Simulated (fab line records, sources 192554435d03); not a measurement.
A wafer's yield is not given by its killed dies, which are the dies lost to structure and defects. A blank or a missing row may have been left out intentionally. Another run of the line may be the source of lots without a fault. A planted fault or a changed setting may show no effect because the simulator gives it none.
Split-lot study	flow n5_finfet	route with 1938 steps; 7 lots, 39 wafers read

ON THE SPLIT
At N5_BEOL_M12_TRENCH_ETCH_34 (etches SiOC in C4F8/O2/Ar, target depth 318.95 nm, time 125.5 s), the setting target_depth_a was moved away from the recipe's 3189.5 angstrom on 18 of the 39 wafers read, by -42.9% to +44.0%. All remaining wafers had this setting at the recipe value.

FROM THE SPLIT TO THE READING: what the file shows between them, 10 steps
- N5_BEOL_M12_STRIP_70: strips in C4F8/O2/Ar
- N5_BEOL_M12_OCD_MEAS_35
- N5_BEOL_M12_STRIP_37: strips in N2/H2
- N5_BEOL_M12_ETCH_38: etches SiCN in CF4/N2, target depth 68.7 nm, time 73.4 s
- N5_BEOL_M12_ECD_47: material Cu, target thk 720 nm
- N5_BEOL_M12_ANNEAL_48: time 90 s
- N5_BEOL_M12_CMP_49: polishes, stops on SiOC, t overpolish 20.6 s, target thk 320 nm
- N5_BEOL_M12_THK_MEAS_50: measures by xrf
- N5_BEOL_M12_PRE_CLEAN_52: time 15 s
- N5_BEOL_M12_DEP_53: deposits SiCN from 3MS/NH3, target thk 30 nm, time 10.5 s

THE READING
Measured at N5_BEOL_M12_RS_MEAS_54 by four-point probe: M12_RS, in ohm/sq. Fault-free wafers of this fab line usually give 0.0606 ohm/sq, standard deviation 0.0013 ohm/sq.

wafer	tool, chamber at the split	target_depth_a as run, angstrom	against the recipe	M12_RS, ohm/sq	against lot-mates on the recipe
L074.2	rie_diel-02, 1	3189.5	recipe	0.0597	-
L074.5	rie_diel-02, 2	3189.5	recipe	0.0601	-
L074.6	rie_diel-02, 0	3189.5	recipe	0.0617	-
L082.1	rie_diel-06, 0	3189.5	recipe	0.0620	-
L082.2	rie_diel-06, 3	2416	-24.3%	0.0809	+0.0195
L082.3	rie_diel-06, 1	2416	-24.3%	0.0835	+0.0221
L082.4	rie_diel-06, 0	2416	-24.3%	0.0831	+0.0217
L082.5	rie_diel-06, 3	3189.5	recipe	0.0604	-
L082.6	rie_diel-06, 1	3189.5	recipe	0.0619	-
L084.1	rie_diel-04, 1	1822	-42.9%	0.1069	+0.0474
L084.2	rie_diel-04, 0	1822	-42.9%	0.1103	+0.0508
L084.3	rie_diel-04, 3	3189.5	recipe	0.0591	-
L084.4	rie_diel-04, 2	3189.5	recipe	0.0593	-
L084.5	rie_diel-04, 2	3189.5	recipe	0.0600	-
L084.6	rie_diel-04, 1	1822	-42.9%	0.1081	+0.0486
L085.1	rie_diel-06, 2	2373	-25.6%	0.0806	+0.0195
L085.2	rie_diel-06, 3	2373	-25.6%	0.0824	+0.0213
L085.3	rie_diel-06, 1	2373	-25.6%	0.0856	+0.0245
L085.4	rie_diel-06, 0	3189.5	recipe	0.0621	-
L085.5	rie_diel-06, 2	3189.5	recipe	0.0593	-
L085.6	rie_diel-06, 1	3189.5	recipe	0.0620	-
L086.1	rie_diel-06, 2	3189.5	recipe	0.0587	-
L086.2	rie_diel-06, 0	3189.5	recipe	0.0629	-
L086.3	rie_diel-06, 3	4593	+44.0%	0.0420	-0.0194
L086.4	rie_diel-06, 1	4593	+44.0%	0.0425	-0.0189
L086.5	rie_diel-06, 1	4593	+44.0%	0.0428	-0.0186
L086.6	rie_diel-06, 0	3189.5	recipe	0.0627	-
L089.1	rie_diel-04, 0	3189.5	recipe	0.0627	-
L089.2	rie_diel-04, 1	3189.5	recipe	0.0592	-
L089.3	rie_diel-04, 2	4251	+33.3%	0.0448	-0.0155
L089.4	rie_diel-04, 3	3189.5	recipe	0.0590	-
L089.5	rie_diel-04, 0	4251	+33.3%	0.0462	-0.0141
L089.6	rie_diel-04, 3	4251	+33.3%	0.0436	-0.0167
L091.1	rie_diel-04, 0	3189.5	recipe	0.0612	-
L091.2	rie_diel-04, 1	3801	+19.2%	0.0487	-0.0121
L091.3	rie_diel-04, 2	3189.5	recipe	0.0599	-
L091.4	rie_diel-04, 3	3801	+19.2%	0.0488	-0.0120
L091.5	rie_diel-04, 0	3189.5	recipe	0.0613	-
L091.6	rie_diel-04, 1	3801	+19.2%	0.0484	-0.0124

FIT RESULTS
A straight line over all 39 wafers: M12_RS changes by -0.000727 ohm/sq for each +1% of target_depth_a; r = -0.95; the points scatter about the line by 0.0058 ohm/sq.
The same after taking each lot's own level away (the mean of its wafers on the recipe; 39 wafers): -0.000734 ohm/sq for each +1%; r = -0.94; scatter 0.0059 ohm/sq.
The reading moves by 0.032 ohm/sq for the largest change in target_depth_a, on that fit.
The lots' own levels span 0.05947 to 0.06143 ohm/sq, that is 1.5 times the standard deviation above.
The two slopes are in agreement: the lot-to-lot level therefore moves the slope only a little.
Check: -0.0299 ohm/sq against its lot-mates is what the line predicts for one of the wafers moved furthest among these (+44.0%) when that wafer is left out of the fit. Against them it came out at -0.0194 ohm/sq.

THE WHOLE CHAIN: every reading that the file lists as answering this split, in the file's order
step	what it does	reading	change (the file's fit)	r (the file's)
N5_BEOL_M12_TRENCH_ETCH_34	etches SiOC in C4F8/O2/Ar, target depth 318.95 nm, time 125.5 s	etch.depth_nm (the simulator's own value, which no gauge read)	+3.15 nm for each +1% of the setting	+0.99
N5_BEOL_M12_OCD_MEAS_35		trench_depth_nm	+3.15 nm for each +1% of the setting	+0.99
N5_BEOL_M12_CMP_49	polishes, stops on SiOC, t overpolish 20.6 s, target thk 320 nm	Cu_of_BEOL_M12_ECD_47.thk_nm (the simulator's own value, which no gauge read)	+3.18 nm for each +1% of the setting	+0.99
N5_BEOL_M12_THK_MEAS_50	measures by xrf	M12_THK	+3.23 for each +1% of the setting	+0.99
N5_BEOL_M12_RS_MEAS_54	measures by four-point-probe	M12_RS	-0.000731 for each +1% of the setting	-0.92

FILE'S OWN FIT
M12_RS changes by -0.000731 ohm/sq for each +1% of target_depth_a, r = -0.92.
